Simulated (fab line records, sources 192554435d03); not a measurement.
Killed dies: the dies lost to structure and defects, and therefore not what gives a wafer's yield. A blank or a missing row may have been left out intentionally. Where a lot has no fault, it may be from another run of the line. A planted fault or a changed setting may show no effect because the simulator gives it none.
Which tool was responsible? + flow n5Finfet + Sampling: 9 lots, 27 wafers, 6 of 1938 route steps

WHAT EACH GAUGE READ, for each wafer
N5_MOL_CONTACT_COAG_INSPECT_97: inspects for defects (darkfield). Usual: 40 for rawDefectCount, sd 13.
| lot  | measured     | on               | rawDefectCount | flag |
|------|--------------|------------------|----------------|------|
| L801 | day 5 23:12  | defectInspect-01 | 26 28 42       |      |
| L810 | day 8 11:35  | defectInspect-02 | 32 17 36       |      |
| L815 | day 11 07:51 | defectInspect-01 | 28 24 33       |      |
| L817 | day 11 08:26 | defectInspect-01 | 35 32 38       |      |
| L818 | day 11 08:44 | defectInspect-01 | 24 49 31       |      |
| L822 | day 12 19:01 | defectInspect-01 | 46 32 22       |      |
| L821 | day 12 22:00 | defectInspect-02 | 25 46 35       |      |
| L820 | day 12 22:01 | defectInspect-01 | 36 48 45       |      |
| L823 | day 12 22:22 | defectInspect-02 | 44 36 47       |      |

N5_BEOL_M4_RC_MEAS_101. Usual: DIBL_N 36.5 mV/V, standard deviation 1.2; DIBL_P 36.5 mV/V, standard deviation 1.6; IOFF_N 0.162 nA/um, standard deviation 0.023; IOFF_P 0.221 nA/um, standard deviation 0.03; ION_N 678 uA/um, standard deviation 8; ION_P 466 uA/um, standard deviation 6.3; SS_N 71.6 mV/dec, standard deviation 0.46; SS_P 73.3 mV/dec, standard deviation 0.57; VT_N 249.2 mV, standard deviation 2.6; VT_P -249 mV, standard deviation 3.3.
| lot  | measured     | on        | DIBL_N (mV/V)  | DIBL_P (mV/V)  | IOFF_N (nA/um)    | IOFF_P (nA/um)    | ION_N (uA/um) | ION_P (uA/um) | SS_N (mV/dec)  | SS_P (mV/dec)  | VT_N (mV)         | VT_P (mV)      | flag |
|------|--------------|-----------|----------------|----------------|-------------------|-------------------|---------------|---------------|----------------|----------------|-------------------|----------------|------|
| L801 | day 10 11:47 | prober-02 | 36.0 37.7 38.3 | 36.5 39.4 39.4 | 0.144 0.172 0.186 | 0.206 0.268 0.272 | 675 675 688   | 469 476 475   | 71.5 71.9 71.6 | 73.3 73.8 73.1 | 252.9 246.7 248.1 | -250 -247 -244 |      |
| L810 | day 12 02:00 | prober-01 | 34.8 38.3 37.4 | 35.7 39.0 37.6 | 0.142 0.199 0.173 | 0.203 0.261 0.230 | 668 684 665   | 463 465 458   | 71.2 72.4 72.0 | 72.7 74.4 73.6 | 250.4 245.0 249.0 | -250 -247 -251 |      |
| L815 | day 14 00:28 | prober-02 | 36.4 35.2 35.3 | 36.0 34.9 34.5 | 0.158 0.139 0.131 | 0.192 0.184 0.173 | 674 671 667   | 459 460 463   | 72.3 71.1 71.5 | 73.2 73.0 72.2 | 247.5 249.5 254.4 | -252 -252 -253 |      |
| L817 | day 14 13:41 | prober-01 | 36.9 35.9 35.0 | 36.6 36.2 35.2 | 0.173 0.165 0.147 | 0.202 0.208 0.184 | 686 693 682   | 460 468 463   | 71.6 71.5 70.8 | 73.0 73.9 72.8 | 248.1 248.6 249.1 | -253 -250 -251 |      |
| L818 | day 14 11:44 | prober-01 | 36.2 35.3 34.6 | 38.9 38.1 36.3 | 0.194 0.165 0.152 | 0.254 0.232 0.215 | 695 677 678   | 471 464 465   | 72.0 72.7 71.9 | 73.8 72.7 73.0 | 247.0 248.3 251.2 | -246 -248 -247 |      |
| L822 | day 15 21:52 | prober-02 | 36.5 34.9 34.3 | 36.1 33.7 34.0 | 0.189 0.157 0.154 | 0.268 0.225 0.230 | 692 680 686   | 478 474 477   | 71.5 71.4 71.4 | 73.4 72.5 72.6 | 246.6 248.0 248.0 | -241 -245 -246 |      |
| L821 | day 16 01:32 | prober-02 | 37.5 37.1 35.6 | 37.2 36.5 34.3 | 0.169 0.147 0.125 | 0.210 0.203 0.176 | 675 669 668   | 462 462 459   | 72.1 72.0 70.9 | 73.1 72.9 73.2 | 250.7 251.4 253.9 | -251 -249 -252 |      |
| L820 | day 16 04:32 | prober-01 | 38.0 37.1 36.0 | 36.7 35.6 34.9 | 0.167 0.155 0.138 | 0.214 0.203 0.189 | 674 677 672   | 462 465 464   | 72.0 71.5 71.7 | 74.3 72.9 73.1 | 246.7 248.8 250.6 | -249 -250 -249 |      |
| L823 | day 16 07:52 | prober-02 | 38.1 37.7 39.2 | 38.1 36.9 38.9 | 0.181 0.170 0.206 | 0.251 0.233 0.258 | 678 691 690   | 468 469 463   | 72.3 72.2 72.1 | 74.5 74.4 73.9 | 248.3 249.1 245.9 | -249 -247 -249 |      |

TOOL THAT RAN EACH LOT (tool first, then ch and the chambers of the sampled wafers, then the start)
| lot  | N5_MOL_CONTACT_COAG_CVD_140  | N5_BEOL_M0_SAQP_PECVD_96        | N5_BEOL_M0_SAQP_PECVD_04        | N5_BEOL_M0_SAQP_MANDREL_ETCH_103 |
|------|------------------------------|---------------------------------|---------------------------------|----------------------------------|
| L801 | cvdW-01 ch 0,1, day 5 19:31  | pecvd-03 ch 0,1, day 6 01:37    | pecvd-03 ch 0,1, day 6 01:42    | rieSi-03 ch 1,2, day 6 04:04     |
| L810 | cvdW-02 ch 0,1, day 8 07:55  | pecvd-03 ch 0,1,2, day 8 14:28  | pecvd-03 ch 0,1,2, day 8 14:33  | rieSi-05 ch 0,1,3, day 8 22:13   |
| L815 | cvdW-02 ch 0,1, day 10 06:28 | pecvd-03 ch 0,2, day 11 12:38   | pecvd-03 ch 0,2, day 11 12:44   | rieSi-05 ch 0,1, day 11 16:13    |
| L817 | cvdW-02 ch 0,1, day 10 16:41 | pecvd-04 ch 0,2, day 11 12:44   | pecvd-04 ch 0,2, day 11 12:50   | rieSi-03 ch 1,3, day 11 17:38    |
| L818 | cvdW-01 ch 0,1, day 10 20:43 | pecvd-03 ch 0,1,2, day 11 12:49 | pecvd-03 ch 0,1,2, day 11 12:55 | rieSi-06 ch 1,2, day 11 17:56    |
| L822 | cvdW-01 ch 0,1, day 12 15:18 | pecvd-04 ch 0,1,2, day 12 19:53 | pecvd-04 ch 0,1,2, day 12 19:58 | rieSi-05 ch 0,1,3, day 12 23:52  |
| L821 | cvdW-02 ch 0,1, day 12 15:41 | pecvd-04 ch 0,2, day 12 22:54   | pecvd-04 ch 0,2, day 12 22:59   | rieSi-03 ch 0,1,3, day 13 02:19  |
| L820 | cvdW-01 ch 0,1, day 12 15:48 | pecvd-03 ch 0,2, day 12 22:58   | pecvd-03 ch 0,2, day 12 23:02   | rieSi-05 ch 0,1,2, day 13 02:35  |
| L823 | cvdW-02 ch 0,1, day 12 16:07 | pecvd-02 ch 0,1,2, day 12 23:11 | pecvd-02 ch 0,1,2, day 12 23:17 | rieSi-03 ch 0,2,3, day 13 03:08  |
- N5_MOL_CONTACT_COAG_CVD_140: deposits W, target thk 66.5 nm, time 215 s.
- N5_BEOL_M0_SAQP_PECVD_96: deposits a-Si from SiH4/He, target thk 45 nm, time 45.2 s.
- N5_BEOL_M0_SAQP_PECVD_04: deposits a-Si from SiH4/He, target thk 60 nm, time 60.2 s.
- N5_BEOL_M0_SAQP_MANDREL_ETCH_103: etches a-Si in HBr/Cl2, stops on SiCN, target depth 45 nm, bt time 10 s, time 27 s.

WHAT THE TOOLS THEMSELVES READ (means of the sampled wafers that have a number; where no wafer has one, the mark that the record gives instead)
N5_MOL_CONTACT_COAG_CVD_140. Usual: heaterPowerW 507 W, standard deviation 52; susceptorTempC 299.99 C, standard deviation 0.18.
| lot  | tool    | heaterPowerW (W) | susceptorTempC (C) | flag |
|------|---------|------------------|--------------------|------|
| L801 | cvdW-01 | 455              | 300.13             |      |
| L810 | cvdW-02 | 556              | 299.95             |      |
| L815 | cvdW-02 | 556              | 300.09             |      |
| L817 | cvdW-02 | 559              | 299.85             |      |
| L818 | cvdW-01 | 453              | 300.06             |      |
| L822 | cvdW-01 | 451              | 300.16             |      |
| L821 | cvdW-02 | 563              | 300.07             |      |
| L820 | cvdW-01 | 457              | 299.96             |      |
| L823 | cvdW-02 | 568              | 299.81             |      |

N5_BEOL_M0_SAQP_PECVD_96. Usual: heaterPowerW 628 W, standard deviation 63; runLengthS 81.4 s, standard deviation 0.54; showerheadPlenumPTorr 5.70 Torr, standard deviation 0.076; susceptorTempC 350.02 C, standard deviation 0.2; throttleValvePct 18.2 %, standard deviation 0.99.
| lot  | tool     | heaterPowerW (W) | runLengthS (s) | showerheadPlenumPTorr (Torr) | susceptorTempC (C) | throttleValvePct (%) | flag |
|------|----------|------------------|----------------|------------------------------|--------------------|----------------------|------|
| L801 | pecvd-03 | 734              | 81.9           | 5.63                         | 350.08             | 18.7                 |      |
| L810 | pecvd-03 | 654              | 87.2           | 5.63                         | 349.82             | 18.7                 | OFF  |
| L815 | pecvd-03 | 659              | 81.5           | 5.64                         | 350.25             | 17.1                 |      |
| L817 | pecvd-04 | 623              | 81.5           | 5.76                         | 349.95             | 17.7                 |      |
| L818 | pecvd-03 | 684              | 81.5           | 5.63                         | 350.06             | 17.9                 |      |
| L822 | pecvd-04 | 638              | 81.4           | 5.75                         | 349.88             | 18.5                 |      |
| L821 | pecvd-04 | 624              | 81.8           | 5.76                         | 350.11             | 17.9                 |      |
| L820 | pecvd-03 | 665              | 81.4           | 5.63                         | 350.26             | 17.1                 |      |
| L823 | pecvd-02 | 561              | 81.0           | 5.70                         | 350.19             | 17.6                 |      |

N5_BEOL_M0_SAQP_PECVD_04. Usual: heaterPowerW 617 W, standard deviation 57; showerheadPlenumPTorr 5.70 Torr, standard deviation 0.074; susceptorTempC 350.01 C, standard deviation 0.22; throttleValvePct 18.2 %, standard deviation 1.
| lot  | tool     | heaterPowerW (W) | showerheadPlenumPTorr (Torr) | susceptorTempC (C) | throttleValvePct (%) | flag |
|------|----------|------------------|------------------------------|--------------------|----------------------|------|
| L801 | pecvd-03 | 654              | 5.63                         | 350.12             | 18.5                 |      |
| L810 | pecvd-03 | 670              | 5.63                         | 349.90             | 18.6                 |      |
| L815 | pecvd-03 | 608              | 5.64                         | 349.83             | 17.2                 |      |
| L817 | pecvd-04 | 593              | 5.76                         | 349.92             | 17.7                 |      |
| L818 | pecvd-03 | 645              | 5.63                         | 349.93             | 18.1                 |      |
| L822 | pecvd-04 | 588              | 5.74                         | 349.99             | 18.7                 |      |
| L821 | pecvd-04 | 559              | 5.76                         | 349.84             | 17.8                 |      |
| L820 | pecvd-03 | 683              | 5.63                         | 349.96             | 17.3                 |      |
| L823 | pecvd-02 | 569              | 5.69                         | 350.04             | 17.6                 |      |

N5_BEOL_M0_SAQP_MANDREL_ETCH_103. Usual: drypumpMotorCurrentA 5.6 A, standard deviation 0.59; oesProductAu 0.678 a.u., standard deviation 0.012; throttleValvePct 35.5 %, standard deviation 0.32.
| lot  | tool     | drypumpMotorCurrentA (A) | oesProductAu (a.u.) | throttleValvePct (%) | flag |
|------|----------|--------------------------|---------------------|----------------------|------|
| L801 | rieSi-03 | 6.4                      | 0.678               | 35.4                 |      |
| L810 | rieSi-05 | 5.7                      | 0.716               | 35.6                 | OFF  |
| L815 | rieSi-05 | 5.2                      | 0.682               | 35.8                 |      |
| L817 | rieSi-03 | 5.8                      | 0.686               | 35.7                 |      |
| L818 | rieSi-06 | 5.6                      | 0.680               | 35.3                 |      |
| L822 | rieSi-05 | 5.6                      | 0.670               | 35.7                 |      |
| L821 | rieSi-03 | 5.4                      | 0.679               | 35.7                 |      |
| L820 | rieSi-05 | 5.3                      | 0.671               | 35.5                 |      |
| L823 | rieSi-03 | 5.5                      | 0.684               | 35.5                 |      |

THE ANSWER, worked out from the rows above alone
Rule: a lot is off if the mean of its wafers that have a number lies more than 3 standard deviations from the usual mean. Also off: a lot with no number at a reading for which 4 or more lots have one. Where the step has rows for the other lots, those lots are counted as sound. First the gauges in route order, then the tools' own readings, where a lot's mean is used as printed above. The first step at which some lot is off is used, and at that step the reading that is off furthest; a lot without a number counts as furthest.
Off: L810 (N5_BEOL_M0_SAQP_PECVD_96, runLengthS).
If a tool, at that step or one of the process steps before it, ran each lot that is off and ran no sound lot following the first of them, it fits. Not one of the candidates tried fits.

WHAT THE SIMULATOR PUT IN
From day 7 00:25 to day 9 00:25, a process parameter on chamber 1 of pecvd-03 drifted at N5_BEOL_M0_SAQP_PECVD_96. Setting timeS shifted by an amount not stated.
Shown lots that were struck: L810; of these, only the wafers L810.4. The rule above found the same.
